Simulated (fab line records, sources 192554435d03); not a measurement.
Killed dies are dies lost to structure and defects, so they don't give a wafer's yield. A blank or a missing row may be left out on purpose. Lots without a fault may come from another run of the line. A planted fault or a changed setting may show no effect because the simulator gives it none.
fab line records | flow n5_finfet
record lots=7 wafers=39
route steps=1938 shown FIN_SAQP@96 SD_EPI_N@275
start_h: hours from the record's first day to the start of the lot's first wafer shown | wait_h: hours since the lot's step before | " the same as in the row above | L1.1+2: a row that stands for several wafers | - no value, or no start given | * or withheld: withheld | < > ~ a bound
route shown NAME@n: a module of which the file shows steps, and the number in the route of the first | usual: mean/standard deviation of fault-free wafers | same: alike in all rows | chamber/n: place in a boat | sites: the reading at each site | _std_site: their standard deviation | _edge_site: outer sites' mean less inner sites' | radius_mm: how far each site lies from the wafer's centre | mask NAME#n: copy n | behind: the tool/chamber that last shaped the wafer | hold: why the lot was held/for how many hours/how that ended | device: the transistor (n, p or np) that didn't switch | end of line: the same wafers' tests at the end of the route | a step without rows: its recipe alone | killed: dies lost to structure and defects at the first sort, not the wafer's yield | map: a wafer's dies, x killed, . not, _ none there
set.NAME: the setting as run; set.NAME@STEP: as run at that earlier step | model.NAME: the simulator's own value behind a step, which no gauge read
lots whose settings were changed on purpose; a table a step, a row a wafer
## steps
# step N5_FIN_SAQP_HM_DEP_03
# recipe material=SiNx target_thk_a=380 temp_c=400 precursor=SiH4/NH3/N2 pressure_torr=1.5 rf_w=300 time_s=33.6
# columns lot.wafer tool chamber start_h wait_h set.target_thk_a model.SiNx_of_FIN_SAQP_HM_DEP_03.thk_nm
L075.2 pecvd-03 0 27.13 0.2 380 37.75
L075.3 " 1 " " 380 38.05
L075.5 " 1 " " 380 37.96
L083.1 pecvd-03 1 75.68 0.2 336.2 33.03
L083.2 " 2 " " 380 37.55
L083.3 " 0 " " 336.2 33.05
L083.4 " 2 " " 336.2 33.57
L083.5 " 1 " " 380 38
L083.6 " 0 " " 380 37.96
L086.1 pecvd-03 0 93.83 0.2 380 38.29
L086.2 " 2 " " 380 38.01
L086.3 " 1 " " 380 37.94
L086.4 " 0 " " 380 38.83
L086.5 " 2 " " 380 38.51
L086.6 " 1 " " 380 38.1
L090.1 pecvd-01 1 116.49 0.2 334.5 32.86
L090.2 " 2 " " 334.5 33.35
L090.3 " 0 " " 380 37.8
L090.4 " 2 " " 380 38.73
L090.5 " 0 " " 334.5 33.59
L090.6 " 1 " " 380 37.47
L091.1 pecvd-03 1 124.92 0.2 380 37.38
L091.2 " 2 " " 380 37.2
L091.3 " 0 " " 380 37.96
L091.4 " 1 " " 401.9 40.18
L091.5 " 2 " " 401.9 40.03
L091.6 " 0 " " 401.9 41.32
L093.1 pecvd-04 1 136.41 0.2 401.5 40.22
L093.2 " 2 " " 380 37.36
L093.3 " 0 " " 380 38.14
L093.4 " 2 " " 380 37.9
L093.5 " 1 " " 401.5 40.65
L093.6 " 0 " " 401.5 41.14
L097.1 pecvd-04 1 159.03 0.2 380 37.98
L097.2 " 0 " " 380 38.18
L097.3 " 2 " " 380 37.9
L097.4 " 0 " " 380 38.91
L097.5 " 1 " " 380 38.82
L097.6 " 2 " " 380 38.07
# step N5_FIN_SAQP_THK_MEAS_05
# usual thk_nm=38.0/0.56
# columns lot.wafer tool chamber start_h wait_h set.target_thk_a@FIN_SAQP_HM_DEP_03 thk_nm
L075.2 film_metro-02 - 27.24 0.1 380 37.7
L075.3 " - " " 380 38.1
L075.5 " - " " 380 38.0
L083.1 film_metro-02 - 75.76 0.1 336.2 33.0
L083.2 " - " " 380 37.6
L083.3 " - " " 336.2 33.0
L083.4 " - " " 336.2 33.6
L083.5 " - " " 380 38.0
L083.6 " - " " 380 38.0
L086.1 film_metro-02 - 93.92 0.1 380 38.3
L086.2 " - " " 380 38.0
L086.3 " - " " 380 37.9
L086.4 " - " " 380 38.8
L086.5 " - " " 380 38.5
L086.6 " - " " 380 38.1
L090.1 film_metro-01 - 116.57 0.1 334.5 32.8
L090.2 " - " " 334.5 33.3
L090.3 " - " " 380 37.8
L090.4 " - " " 380 38.7
L090.5 " - " " 334.5 33.6
L090.6 " - " " 380 37.5
L091.1 film_metro-02 - 125.01 0.1 380 37.4
L091.2 " - " " 380 37.2
L091.3 " - " " 380 37.9
L091.4 " - " " 401.9 40.1
L091.5 " - " " 401.9 40.0
L091.6 " - " " 401.9 41.3
L093.1 film_metro-02 - 136.50 0.1 401.5 40.2
L093.2 " - " " 380 37.4
L093.3 " - " " 380 38.1
L093.4 " - " " 380 37.9
L093.5 " - " " 401.5 40.7
L093.6 " - " " 401.5 41.1
L097.1 film_metro-01 - 159.12 0.1 380 38.0
L097.2 " - " " 380 38.2
L097.3 " - " " 380 38.0
L097.4 " - " " 380 38.9
L097.5 " - " " 380 38.8
L097.6 " - " " 380 38.1
# step N5_FIN_SAQP_PECVD_47
# recipe material=a-Si target_thk_a=450 temp_c=400 precursor=SiH4/He pressure_torr=3 rf_w=100 time_s=36.3
# step N5_FIN_SAQP_PECVD_48
# recipe material=SiNx target_thk_a=250 temp_c=400 precursor=SiH4/NH3/N2 pressure_torr=1.5 rf_w=300 time_s=22.1
# step N5_FIN_SAQP_MANDREL2_REMOVE_60
# recipe chemistry=HBr/Cl2/O2 bt_time_s=10 target=a-Si stop_on=SiNx endpoint=OES-SiCl over_etch_frac=1 icp_w=600 bias_w=22 HBr_flow_sccm=150 Cl2_flow_sccm=80 O2_flow_sccm=5 pressure_mtorr=10
# step N5_FIN_SAQP_HM_OPEN_33
# recipe chemistry=CH3F/O2 target=SiNx mask_material=SiO2 target_depth_a=494 time_s=70.6 pressure_mtorr=30 source_w=395 bias_w=73 Ar_flow_sccm=150 CH3F_flow_sccm=30 O2_flow_sccm=20 ion_energy_ev=120 ends=cleared
# usual etch_rf_on_time_s=70.0/1.8
# columns lot.wafer tool chamber start_h wait_h set.target_thk_a@FIN_SAQP_HM_DEP_03 etch_rf_on_time_s model.etch.depth_nm
L075.2 rie_diel-05 1 31.81 0.0 380 70.5 37.13
L075.3 " 0 " " 380 71.0 37.42
L075.5 " 3 " " 380 68.3 37.33
L083.1 rie_diel-04 0 80.42 0.0 336.2 60.2 32.41
L083.2 " 1 " " 380 70.0 36.89
L083.3 " 2 " " 336.2 60.9 32.42
L083.4 " 3 " " 336.2 62.3 32.94
L083.5 " 3 " " 380 70.6 37.35
L083.6 " 2 " " 380 70.0 37.33
L086.1 rie_diel-04 3 100.38 0.2 380 72.1 37.66
L086.2 " 2 " " 380 69.9 37.38
L086.3 " 0 " " 380 70.6 37.29
L086.4 " 1 " " 380 73.6 38.2
L086.5 " 0 " " 380 71.7 37.89
L086.6 " 3 " " 380 72.2 37.45
L090.1 rie_diel-04 2 122.64 0.1 334.5 59.1 32.24
L090.2 " 3 " " 334.5 61.7 32.72
L090.3 " 0 " " 380 69.9 37.14
L090.4 " 1 " " 380 72.4 38.11
L090.5 " 3 " " 334.5 62.4 32.96
L090.6 " 0 " " 380 69.6 36.81
L091.1 rie_diel-04 3 130.76 0.1 380 69.9 36.75
L091.2 " 2 " " 380 68.1 36.37
L091.3 " 0 " " 380 70.9 37.33
L091.4 " 1 " " 401.9 75.4 39.55
L091.5 " 1 " " 401.9 74.7 39.2
L091.6 " 2 " " 401.9 75.9 40.69
L093.1 rie_diel-04 2 141.32 0.0 401.5 73.4 39.36
L093.2 " 0 " " 380 70.5 36.73
L093.3 " 3 " " 380 70.8 37.22
L093.4 " 1 " " 380 70.8 37.15
L093.5 " 2 " " 401.5 73.8 39.73
L093.6 " 3 " " 401.5 77.2 40.28
L097.1 rie_diel-04 0 163.58 0.1 380 72.0 37.35
L097.2 " 1 " " 380 72.6 37.55
L097.3 " 2 " " 380 68.6 37.25
L097.4 " 3 " " 380 73.4 38.28
L097.5 " 1 " " 380 73.8 38.19
L097.6 " 0 " " 380 71.8 37.44
# step N5_FIN_SAQP_ETCH_34
# recipe chemistry=C4F6/O2 target=SiO2 target_depth_a=450 time_s=15 ion_energy_ev=250 pressure_mtorr=30 source_w=345 bias_w=185 Ar_flow_sccm=300 C4F6_flow_sccm=10 O2_flow_sccm=10 ends=cleared
# step N5_FIN_SAQP_STRIP_77
# recipe chemistry=N2/H2 time_s=90 power_w=100 temp_c=40 pressure_mtorr=100 rf_frequency_hz=6e+07 bias_power_w=3 n2_flow_sccm=300 h2_flow_sccm=300
# step N5_FIN_SAQP_ETCH_64
# recipe chemistry=CF4 target=SiO2 target_depth_a=15 ion_energy_ev=350 pressure_mtorr=10 icp_w=800 bias_w=400 cf4_flow_sccm=80
# columns lot.wafer tool chamber start_h wait_h set.target_thk_a@FIN_SAQP_HM_DEP_03 model.SiNx_of_FIN_SAQP_HM_DEP_03.thk_nm
L075.2 rie_si-01 1 32.07 0.0 380 32.4
L075.3+5 " 3,2 " " 380 32.6
L083.1+3 rie_si-01 2,1 80.68 0.0 336.2 27.6
L083.2 " 0 " " 380 32
L083.4 " 3 " " 336.2 28
L083.5+6 " 3,0 " " 380 32.4
L086.1 rie_si-04 2 100.64 0.0 380 33
L086.2+3+6 " 0,1,1 " " 380 32.6
L086.4 " 3 " " 380 33.4
L086.5 " 0 " " 380 33.2
L090.1 rie_si-01 0 122.90 0.0 334.5 27.4
L090.2 " 3 " " 334.5 27.8
L090.3 " 2 " " 380 32.4
L090.4 " 1 " " 380 33.2
L090.5 " 2 " " 334.5 28.2
L090.6 " 3 " " 380 32
L091.1 rie_si-03 1 131.03 0.0 380 32
L091.2 " 2 " " 380 31.6
L091.3 " 3 " " 380 32.6
L091.4 " 0 " " 401.9 34.8
L091.5 " 1 " " 401.9 34.4
L091.6 " 0 " " 401.9 36
L093.1 rie_si-04 2 141.58 0.0 401.5 34.6
L093.2 " 0 " " 380 32
L093.3+4 " 1,3 " " 380 32.4
L093.5 " 2 " " 401.5 35
L093.6 " 3 " " 401.5 35.4
L097.1+2+6 rie_si-03 3,0,1 163.85 0.0 380 32.8
L097.3 " 1 " " 380 32.6
L097.4 " 2 " " 380 33.6
L097.5 " 2 " " 380 33.4
# step N5_SD_EPI_N_ETCH_35
# recipe chemistry=N2/H2 target=SOC overetch_a=1080 mask_material=SiARC temp_c=40 ion_energy_ev=100 source_w=3000 bias_w=133 pressure_mtorr=20 time_s=486 n2_flow_sccm=200 h2_flow_sccm=200
# usual rf_vpp_V=240.3/1.3
# columns lot.wafer tool chamber start_h wait_h set.source_w rf_vpp_V
L075.2 rie_diel-04 0 54.49 0.0 3000 241.8
L075.3 " 3 " " 3000 241.0
L075.5 " 2 " " 3000 240.3
L083.1 rie_diel-04 3 105.27 0.0 3517 228.8
L083.2 " 2 " " 3000 240.4
L083.3 " 0 " " 3000 240.4
L083.4 " 1 " " 3517 226.0
L083.5 " 2 " " 3517 227.1
L083.6 " 1 " " 3000 238.9
L086.1 rie_diel-05 3 125.90 0.0 3000 238.0
L086.2 " 1 " " 3000 240.2
L086.3 " 2 " " 3000 241.9
L086.4 " 3 " " 3000 239.4
L086.5 " 2 " " 3000 241.0
L086.6 " 1 " " 3000 240.5
L090.1 rie_diel-05 3 145.55 0.0 3000 239.0
L090.2 " 0 " " 3000 238.1
L090.3 " 1 " " 3271 232.4
L090.4 " 2 " " 3000 239.8
L090.5 " 1 " " 3271 232.6
L090.6 " 2 " " 3271 234.7
L091.1 rie_diel-01 1 152.56 0.0 3000 243.1
L091.2 " 3 " " 3378 230.9
L091.3 " 2 " " 3000 240.8
L091.4 " 1 " " 3378 232.8
L091.5 " 3 " " 3378 230.9
L091.6 " 2 " " 3000 239.2
L093.1 rie_diel-05 3 163.46 0.0 3000 238.6
L093.2 " 0 " " 3427 228.3
L093.3 " 2 " " 3000 242.4
L093.4 " 1 " " 3427 228.8
L093.5 " 3 " " 3427 228.8
L093.6 " 0 " " 3000 238.6
L097.1 rie_diel-05 2 186.48 0.0 3000 241.9
L097.2 " 1 " " 2502 253.3
L097.3 " 0 " " 2502 256.8
L097.4 " 3 " " 3000 239.3
L097.5 " 1 " " 2502 253.6
L097.6 " 2 " " 3000 243.5
## key
split step=N5_FIN_SAQP_HM_DEP_03 setting=target_thk_a stated=380 by=wafer
response step=N5_FIN_SAQP_HM_DEP_03 reading=model.SiNx_of_FIN_SAQP_HM_DEP_03.thk_nm change=+0.42 per=1% r=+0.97
response step=N5_FIN_SAQP_THK_MEAS_05 reading=thk_nm change=* per=1% r=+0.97
response step=N5_FIN_SAQP_HM_OPEN_33 reading=etch_rf_on_time_s change=* per=1% r=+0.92
response step=N5_FIN_SAQP_HM_OPEN_33 reading=model.etch.depth_nm change=+0.417 per=1% r=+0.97
response step=N5_FIN_SAQP_ETCH_64 reading=model.SiNx_of_FIN_SAQP_HM_DEP_03.thk_nm change=+0.415 per=1% r=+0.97
split step=N5_SD_EPI_N_ETCH_35 setting=source_w stated=3000 by=wafer
response step=N5_SD_EPI_N_ETCH_35 reading=rf_vpp_V change=-0.754 per=1% r=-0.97
